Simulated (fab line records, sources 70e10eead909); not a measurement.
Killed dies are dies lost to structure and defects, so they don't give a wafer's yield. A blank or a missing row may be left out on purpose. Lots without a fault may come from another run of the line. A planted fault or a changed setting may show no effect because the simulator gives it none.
One fault seen from 3 desks | flow nand_harc | each desk has only its own numbers; what lay behind them comes last

THE TOOL OWNER'S DESK: acl_dep-01
The tool's own readings at NHARC_A_SLIT_DEP_00 (deposits aC, target thk 3200 nm): means of the sampled wafers that have a number, for each lot that ran on this tool. A lot is out of limits, marked OUT, if its mean lies more than 4 standard deviations from the usual mean; the brackets give that distance.
Columns: A = throttle_valve_pct at NHARC_A_SLIT_DEP_00, usual 35.000 %
lot  | first seen here | A
L533 | day 18 17:14    | 35.000
This desk's finding: nothing out of limits on the one lot.

THE DEFECT DESK
What the inspections along the route counted, lot by lot: means of the sampled wafers that have a number. A lot is out of limits, marked OUT, if its mean lies more than 4 standard deviations from the usual mean; the brackets give that distance.
Columns: A = raw_defect_count at NHARC_A_SGD_CUT_INSPECT_25, usual 317; B = raw_defect_count at NHARC_A_SLIT_INSPECT_11, usual 22
lot  | first seen here | A   | B
L518 | day 14 12:42    | 219 | 12
L521 | day 15 08:13    | 296 | 11
L525 | day 16 07:39    | 267 | 14
L532 | day 17 19:07    | 393 | 46
L534 | day 18 15:09    | 271 | 15
L533 | day 18 15:10    | 338 | 39
This desk's finding: nothing out of limits on any of the 6 lots.

THE METROLOGY DESK
What the gauges read, lot by lot, whatever tool the lot ran on: means of the sampled wafers that have a number. A lot is out of limits, marked OUT, if its mean lies more than 4 standard deviations from the usual mean; the brackets give that distance.
Columns: A = thk_nm at NHARC_A_SGD_CUT_THK_MEAS_22, usual 148.2 nm; B = cd_nm at NHARC_A_SLIT_CD_MEAS_09, usual 300.0 nm; C = overlay_x_nm at NHARC_A_SLIT_OVL_MEAS_10, usual -0.1 nm; D = overlay_y_nm at NHARC_A_SLIT_OVL_MEAS_10, usual 0.3 nm; E = cd_nm at NHARC_A_SLIT_CD_MEAS_21, usual 289.4 nm
lot  | first seen here | A     | B     | C    | D    | E
L518 | day 14 12:07    | 147.8 | 300.2 | -0.0 | 0.3  | 287.9
L521 | day 15 07:46    | 147.5 | 300.3 | 0.2  | 3.7  | -
L525 | day 16 07:11    | 148.4 | 300.2 | -0.2 | -0.1 | -
L532 | day 17 18:39    | 147.6 | 299.5 | -0.6 | 0.2  | 289.2
L533 | day 18 14:41    | 148.9 | 300.1 | -1.5 | -0.3 | 289.4
L534 | day 18 14:41    | 148.7 | 300.4 | 0.6  | 0.7  | 290.1
This desk's finding: nothing out of limits on any of the 6 lots.

PUT TOGETHER
The tool owner's desk saw nothing out of limits.
The defect desk saw nothing out of limits.
The metrology desk saw nothing out of limits.

WHAT THE SIMULATOR HAD PUT IN
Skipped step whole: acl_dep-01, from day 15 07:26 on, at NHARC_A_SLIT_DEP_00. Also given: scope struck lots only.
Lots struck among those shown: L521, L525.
